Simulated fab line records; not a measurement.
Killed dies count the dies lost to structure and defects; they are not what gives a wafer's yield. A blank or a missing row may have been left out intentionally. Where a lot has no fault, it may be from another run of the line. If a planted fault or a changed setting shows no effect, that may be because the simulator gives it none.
Matching of chambers    flow n5Finfet    N5_BEOL_M10_ETCH_61 on rieDiel-04 has 4 sister chambers
The step etches SiARC in CF4, target depth 39 nm, time 65 s. 16 wafers are shown with their chamber, then 8 later ones without.

## WAFERS PAIRED WITH THEIR CHAMBERS
wafer   chamber  showerheadPlenumPTorr (Torr)  throttleValvePct (%)  oesProductAu (a.u.)
L078.1  2        2.12                          15.97                 0.59
L078.4  0        2.18                          15.35                 0.76
L078.6  3        2.19                          15.53                 0.74
L082.2  3        2.18                          15.54                 0.73
L082.3  1        2.09                          15.39                 0.76
L082.5  0        2.18                          15.39                 0.74
L085.2  1        2.09                          15.39                 0.76
L085.3  3        2.18                          15.54                 0.72
L085.4  0        2.18                          15.39                 0.72
L089.2  3        2.18                          15.57                 0.72
L089.3  2        2.12                          16.01                 0.57
L089.5  0        2.18                          15.39                 0.71
L088.1  1        2.09                          15.40                 0.73
L088.2  3        2.18                          15.58                 0.71
L088.4  2        2.12                          16.02                 0.57
L094.1  1        2.08                          15.44                 0.72

SIGNATURES, as means of the wafers listed above
reading                chamber 0  chamber 1  chamber 2  chamber 3  scatter within a chamber
showerheadPlenumPTorr  2.1800     2.0875     2.1200     2.1820     0.00359
throttleValvePct       15.3800    15.4050    16.0000    15.5520    0.0227
oesProductAu           0.7325     0.7425     0.5767     0.7240     0.0172
Rule: a wafer lies at a distance from a chamber equal to the root of the sum of squares, over the readings, of (its reading less the chamber's mean, divided by the reading's scatter). The wafer belongs to the nearest chamber; if the next one is less than 2 further off, it can't be placed. How the scatter is found: for the shown wafers, subtract from each reading the mean of its chamber, square and add these, divide the total by (wafers less chambers), then take the root.

## WAFERS WHOSE CHAMBER IS MISSING
wafer   showerheadPlenumPTorr (Torr)  throttleValvePct (%)  oesProductAu (a.u.)
L094.2  2.11                          16.05                 0.56
L094.3  2.17                          15.44                 0.71
L095.4  2.17                          15.60                 0.70
L095.5  2.17                          15.61                 0.69
L095.6  2.17                          15.45                 0.70
L096.2  2.17                          15.64                 0.69
L096.3  2.08                          15.46                 0.73
L096.6  2.17                          15.61                 0.69

## CHAMBER TAKEN BY EACH
wafer   from the rows above      in truth
L094.2  2                        2
L094.3  can't be placed: 0 or 3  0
L095.4  3                        3
L095.5  3                        3
L095.6  can't be placed: 0 or 3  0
L096.2  3                        3
L096.3  1                        1
L096.6  3                        3
Placed correctly: 6 of 8. From these rows, 2 cannot be placed; in 2 the true chamber is one of the candidates. Wrongly placed: 0.
